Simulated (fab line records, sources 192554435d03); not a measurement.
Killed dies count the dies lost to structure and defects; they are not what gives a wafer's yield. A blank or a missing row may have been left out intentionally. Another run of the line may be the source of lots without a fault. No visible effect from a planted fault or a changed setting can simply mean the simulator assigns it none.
Matching of chambers + flow n5 finfet + 4 sister chambers for N5_BEOL_M0_SAQP_MANDREL1_REMOVE_100 on rie si-03
The step chemistry HBr/Cl2/O2, target a-Si, stops on SiNx, bt time 10 s. 14 wafers are shown with their chamber, then 7 later ones without.

== WAFERS, EACH WITH ITS CHAMBER ==
| wafer  | chamber | drypump motor current A (A) | oes product au (a.u.) | chamber pressure mTorr (mTorr) |
|--------|---------|-----------------------------|-----------------------|--------------------------------|
| L077.1 | 2       | 5.2                         | 1.013                 | 9.994                          |
| L077.4 | 1       | 5.3                         | 1.004                 | 9.999                          |
| L077.5 | 2       | 5.2                         | 1.000                 | 10.012                         |
| L086.1 | 1       | 5.2                         | 1.006                 | 10.000                         |
| L086.5 | 2       | 5.1                         | 1.022                 | 10.002                         |
| L086.6 | 1       | 5.3                         | 1.015                 | 9.994                          |
| L091.1 | 3       | 5.5                         | 1.005                 | 10.005                         |
| L091.2 | 1       | 5.3                         | 1.005                 | 9.982                          |
| L091.6 | 1       | 5.3                         | 1.005                 | 9.981                          |
| L092.1 | 0       | 5.1                         | 0.988                 | 9.997                          |
| L092.2 | 3       | 5.5                         | 1.007                 | 9.998                          |
| L092.6 | 0       | 5.1                         | 0.984                 | 10.011                         |
| L094.1 | 3       | 5.5                         | 1.004                 | 9.997                          |
| L094.2 | 1       | 5.3                         | 0.999                 | 9.985                          |

SIGNATURES (means of the wafers above)
| reading                 | chamber 0 | chamber 1 | chamber 2 | chamber 3 | scatter within a chamber |
|-------------------------|-----------|-----------|-----------|-----------|--------------------------|
| drypump motor current A | 5.100     | 5.283     | 5.167     | 5.500     | 0.0387                   |
| oes product au          | 0.98600   | 1.00567   | 1.01167   | 1.00533   | 0.00627                  |
| chamber pressure mTorr  | 10.00400  | 9.99017   | 10.00267  | 10.00000  | 0.00816                  |
Rule: for each reading, subtract the chamber's mean from the wafer's reading, divide by that reading's scatter and square the result; add these up over the readings and take the root, which gives the wafer's distance from the chamber. If the next closest chamber is less than 2 further off than the closest, the wafer can't be placed; otherwise it belongs to the closest. The scatter: take each reading less its chamber's mean, square it, sum over the shown wafers, divide by the number of wafers less the number of chambers, and take the root.

== WAFERS WHOSE CHAMBER IS MISSING ==
| wafer  | drypump motor current A (A) | oes product au (a.u.) | chamber pressure mTorr (mTorr) |
|--------|-----------------------------|-----------------------|--------------------------------|
| L094.5 | 5.1                         | 1.009                 | 10.001                         |
| L095.2 | 5.3                         | 0.997                 | 10.013                         |
| L095.5 | 5.2                         | 1.009                 | 10.004                         |
| L095.6 | 5.5                         | 1.002                 | 9.991                          |
| L097.2 | 5.1                         | 0.998                 | 9.998                          |
| L097.3 | 5.5                         | 1.015                 | 10.008                         |
| L097.6 | 5.5                         | 0.999                 | 10.001                         |

== WHICH CHAMBER EACH ONE RAN IN ==
| wafer  | from the rows above     | in truth |
|--------|-------------------------|----------|
| L094.5 | can't be placed: 2 or 0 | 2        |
| L095.2 | can't be placed: 1 or 2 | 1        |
| L095.5 | can't be placed: 2 or 1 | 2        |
| L095.6 | 3                       | 3        |
| L097.2 | can't be placed: 0 or 2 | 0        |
| L097.3 | 3                       | 3        |
| L097.6 | 3                       | 3        |
3 of 7 placed correctly. Unplaceable from these rows: 4, with the true chamber sitting among the candidates in 4. Placed wrongly: 0.
